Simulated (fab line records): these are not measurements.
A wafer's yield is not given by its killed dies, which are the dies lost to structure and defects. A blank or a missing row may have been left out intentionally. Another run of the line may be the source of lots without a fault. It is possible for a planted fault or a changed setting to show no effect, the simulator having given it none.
Matching of chambers ; flow n5 finfet ; pecvd-04 running N5_BEOL_M14_DEP_53: 3 sister chambers
The step deposits SiCN from 3MS/NH3, target thk 50 nm, time 17.8 s. 24 wafers are shown with their chamber, then 12 later ones without.

## WAFERS WITH THEIR CHAMBER
wafer;chamber;showerhead plenum p Torr (Torr);throttle valve pct (%)
L075.1;0;4.167;17.1
L075.3;2;4.166;16.7
L075.6;2;4.166;16.6
L077.1;2;4.171;16.6
L077.2;1;4.120;17.5
L077.6;0;4.165;17.0
L080.1;1;4.130;17.4
L080.2;2;4.176;16.8
L080.3;0;4.159;17.2
L080.4;1;4.126;17.5
L080.5;0;4.149;17.1
L080.6;2;4.168;16.6
L084.1;0;4.175;17.0
L084.3;2;4.180;16.9
L084.6;0;4.169;17.3
L085.1;1;4.134;17.4
L085.4;2;4.180;16.8
L085.5;1;4.124;17.6
L086.3;0;4.162;17.2
L086.5;2;4.172;16.8
L086.6;0;4.163;17.0
L087.1;2;4.189;16.9
L087.2;0;4.164;17.2
L087.3;1;4.134;17.7

SIGNATURES, as means of the wafers listed above
reading;chamber 0;chamber 1;chamber 2;scatter within a chamber
showerhead plenum p Torr;4.16367;4.12800;4.17422;0.00706
throttle valve pct;17.122;17.517;16.744;0.117
Rule: a wafer lies at a distance from a chamber equal to the root of the sum of squares, over the readings, of (its reading less the chamber's mean, divided by the reading's scatter). The wafer belongs to the nearest chamber; if the next one is less than 2 further off, it can't be placed. The scatter is the square root of a quotient: the sum, over the shown wafers, of each reading's squared deviation from its chamber's mean, divided by wafers minus chambers.

## WAFERS MISSING THEIR CHAMBER
wafer;showerhead plenum p Torr (Torr);throttle valve pct (%)
L087.4;4.130;17.6
L087.5;4.181;17.2
L087.6;4.170;16.5
L093.1;4.167;17.3
L093.2;4.167;17.1
L093.3;4.127;17.7
L093.4;4.126;17.7
L093.5;4.178;16.8
L093.6;4.179;17.2
L095.2;4.159;17.2
L095.3;4.126;17.5
L095.6;4.165;17.0

## WHICH CHAMBER EACH ONE RAN IN
wafer;from the rows above;in truth
L087.4;1;1
L087.5;can't be placed: 0 or 2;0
L087.6;2;2
L093.1;0;0
L093.2;0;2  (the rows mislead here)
L093.3;1;1
L093.4;1;1
L093.5;2;2
L093.6;can't be placed: 0 or 2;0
L095.2;0;0
L095.3;1;1
L095.6;can't be placed: 0 or 2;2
8 of 12 placed correctly. These rows do not allow placing 3 (true chamber among the candidates in 3). Number placed wrongly: 1.
